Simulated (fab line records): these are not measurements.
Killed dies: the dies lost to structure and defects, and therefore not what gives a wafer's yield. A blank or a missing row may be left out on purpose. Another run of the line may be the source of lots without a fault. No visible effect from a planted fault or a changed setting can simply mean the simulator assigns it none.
Matching of chambers | flow nand harc | 3 sister chambers for NHARC_P_M2_DEP_33 on pecvd-01
The step deposits SiCN, target thk 30 nm. 3 wafers are shown with their chamber, then 12 later ones without.

== WAFERS WITH THEIR CHAMBER ==
wafer  | chamber | heater power w (W)
L088.5 | 2       | 670
L089.4 | 0       | 562
L089.6 | 1       | 532

== WAFERS WHOSE CHAMBER IS MISSING ==
wafer  | heater power w (W)
L090.2 | 637
L090.3 | 556
L090.6 | 616
L092.2 | 640
L092.3 | 633
L092.4 | 627
L091.1 | 653
L091.4 | 599
L091.5 | 578
L094.1 | 658
L094.5 | 606
L094.6 | 672

== THE CHAMBER EACH PASSED THROUGH ==
wafer  | from the rows above          | in truth
L090.2 | can't be placed: 2 or 0      | 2
L090.3 | can't be placed: 0 or 1      | 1
L090.6 | can't be placed: 0 or 2 or 1 | 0
L092.2 | can't be placed: 2 or 0      | 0
L092.3 | can't be placed: 2 or 0      | 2
L092.4 | can't be placed: 2 or 0 or 1 | 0
L091.1 | 2                            | 2
L091.4 | can't be placed: 0 or 1 or 2 | 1
L091.5 | can't be placed: 0 or 1      | 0
L094.1 | 2                            | 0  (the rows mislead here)
L094.5 | can't be placed: 0 or 2 or 1 | 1
L094.6 | 2                            | 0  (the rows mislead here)
Correct placement for 1 of the 12. Cannot be placed on the basis of these rows: 9; the candidates contain the true chamber in 9. 2 placed wrongly.
How it was worked out, from the rows above alone: a wafer's distance from a chamber is the root of the sum, over the readings, of the square of ((its reading less the chamber's mean) divided by the reading's scatter). If the next closest chamber is less than 2 further off than the closest, the wafer can't be placed; otherwise it belongs to the closest. For every chamber, the mean is computed from those of its wafers that are shown. The scatter (one wafer shown for each chamber): square how far every hidden wafer sits from the nearest shown wafer, average those squares and take the square root.
